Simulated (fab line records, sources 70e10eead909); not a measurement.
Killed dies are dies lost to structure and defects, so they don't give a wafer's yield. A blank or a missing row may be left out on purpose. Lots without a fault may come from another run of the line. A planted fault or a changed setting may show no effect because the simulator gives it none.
Chamber matching | flow nand_harc | NHARC_A_M0_CMP_23 on cmp-04: 4 sister chambers
The step polishes, t overpolish 20 s, target thk 113.75 nm. 20 wafers are shown with their chamber, then 10 later ones without.

WAFERS WITH THEIR CHAMBER
wafer  | chamber | motor_current_A (A) | time_to_endpoint_s (s)
L077.1 | 3       | 12.2                | 25.8
L077.4 | 1       | 11.0                | 22.9
L077.5 | 0       | 13.0                | 26.8
L075.1 | 3       | 12.8                | 30.1
L075.2 | 0       | 12.7                | 28.5
L075.5 | 2       | 10.4                | 30.2
L078.1 | 0       | 12.8                | 26.5
L078.2 | 1       | 11.3                | 23.8
L078.5 | 0       | 13.3                | 29.0
L079.2 | 3       | 12.6                | 23.5
L079.5 | 2       | 10.4                | 28.0
L079.6 | 1       | 11.8                | 24.8
L081.1 | 3       | 13.0                | 28.0
L081.2 | 2       | 10.5                | 28.0
L081.4 | 0       | 12.8                | 26.9
L082.2 | 0       | 12.5                | 27.6
L082.3 | 2       | 11.4                | 28.5
L082.5 | 2       | 11.1                | 29.6
L083.2 | 2       | 10.4                | 27.8
L083.5 | 1       | 11.7                | 25.9

SIGNATURES (means of the wafers above)
reading            | chamber 0 | chamber 1 | chamber 2 | chamber 3 | scatter within a chamber
motor_current_A    | 12.850    | 11.450    | 10.700    | 12.650    | 0.362
time_to_endpoint_s | 27.550    | 24.350    | 28.683    | 26.850    | 1.57
Rule: a wafer's distance from a chamber is the root of the sum, over the readings, of the square of ((its reading less the chamber's mean) divided by the reading's scatter). The wafer belongs to the nearest chamber; if the next one is less than 2 further off, it can't be placed. The scatter: the root of (the sum of the squares of (reading less its chamber's mean) over the shown wafers, divided by (wafers less chambers)).

WAFERS WITHOUT THEIR CHAMBER
wafer  | motor_current_A (A) | time_to_endpoint_s (s)
L083.6 | 10.5                | 28.9
L084.1 | 12.8                | 26.6
L084.3 | 11.4                | 26.6
L084.5 | 10.9                | 28.8
L085.1 | 12.3                | 32.1
L085.2 | 13.2                | 34.1
L085.6 | 12.3                | 31.1
L087.1 | 13.0                | 25.3
L087.3 | 11.0                | 25.2
L087.5 | 12.4                | 26.4

WHICH CHAMBER EACH WENT THROUGH
wafer  | from the rows above          | in truth
L083.6 | 2                            | 2
L084.1 | can't be placed: 3 or 0      | 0
L084.3 | can't be placed: 1 or 2      | 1
L084.5 | 2                            | 2
L085.1 | can't be placed: 0 or 3 or 2 | 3
L085.2 | can't be placed: 0 or 3      | 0
L085.6 | can't be placed: 0 or 3 or 2 | 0
L087.1 | can't be placed: 3 or 0      | 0
L087.3 | can't be placed: 1 or 2      | 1
L087.5 | can't be placed: 3 or 0      | 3
Placed correctly: 2 of 10. Can't be placed from these rows: 8 (the true chamber is among the candidates in 8). Placed wrongly: 0.
